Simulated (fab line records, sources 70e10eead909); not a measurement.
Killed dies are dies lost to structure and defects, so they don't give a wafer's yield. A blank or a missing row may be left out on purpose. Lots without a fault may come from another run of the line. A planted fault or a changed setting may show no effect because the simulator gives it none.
Chamber matching | flow nand_harc | NHARC_A_M1_DEP_33 on pecvd-03: 3 sister chambers
The step deposits SiCN, target thk 30 nm. 14 wafers are shown with their chamber, then 7 later ones without.

WAFERS WITH THEIR CHAMBER
wafer  | chamber | heater_power_outer_w (W) | heater_power_w (W)
L324.2 | 1       | 337                      | 589
L324.3 | 2       | 292                      | 536
L324.4 | 2       | 297                      | 531
L321.3 | 0       | 291                      | 594
L321.4 | 2       | 305                      | 553
L321.6 | 1       | 346                      | 617
L325.2 | 0       | 279                      | 559
L325.4 | 0       | 279                      | 587
L325.5 | 1       | 350                      | 620
L330.2 | 1       | 364                      | 660
L330.4 | 1       | 271                      | 524
L330.6 | 0       | 261                      | 561
L337.1 | 2       | 298                      | 533
L337.2 | 1       | 360                      | 639

SIGNATURES (means of the wafers above)
reading              | chamber 0 | chamber 1 | chamber 2 | scatter within a chamber
heater_power_outer_w | 277.50    | 338.00    | 298.00    | 24.1
heater_power_w       | 575.25    | 608.17    | 538.25    | 33.8
Rule: a wafer's distance from a chamber is the root of the sum, over the readings, of the square of ((its reading less the chamber's mean) divided by the reading's scatter). The wafer belongs to the nearest chamber; if the next one is less than 2 further off, it can't be placed. The scatter: the root of (the sum of the squares of (reading less its chamber's mean) over the shown wafers, divided by (wafers less chambers)).

WAFERS WITHOUT THEIR CHAMBER
wafer  | heater_power_outer_w (W) | heater_power_w (W)
L337.6 | 362                      | 649
L340.3 | 269                      | 489
L340.4 | 347                      | 689
L340.5 | 331                      | 598
L343.2 | 306                      | 615
L343.3 | 355                      | 647
L343.4 | 274                      | 517

WHICH CHAMBER EACH WENT THROUGH
wafer  | from the rows above          | in truth
L337.6 | 1                            | 1
L340.3 | can't be placed: 2 or 0      | 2
L340.4 | 1                            | 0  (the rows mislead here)
L340.5 | can't be placed: 1 or 2 or 0 | 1
L343.2 | can't be placed: 1 or 0 or 2 | 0
L343.3 | 1                            | 1
L343.4 | can't be placed: 2 or 0      | 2
Placed correctly: 2 of 7. Can't be placed from these rows: 4 (the true chamber is among the candidates in 4). Placed wrongly: 1.
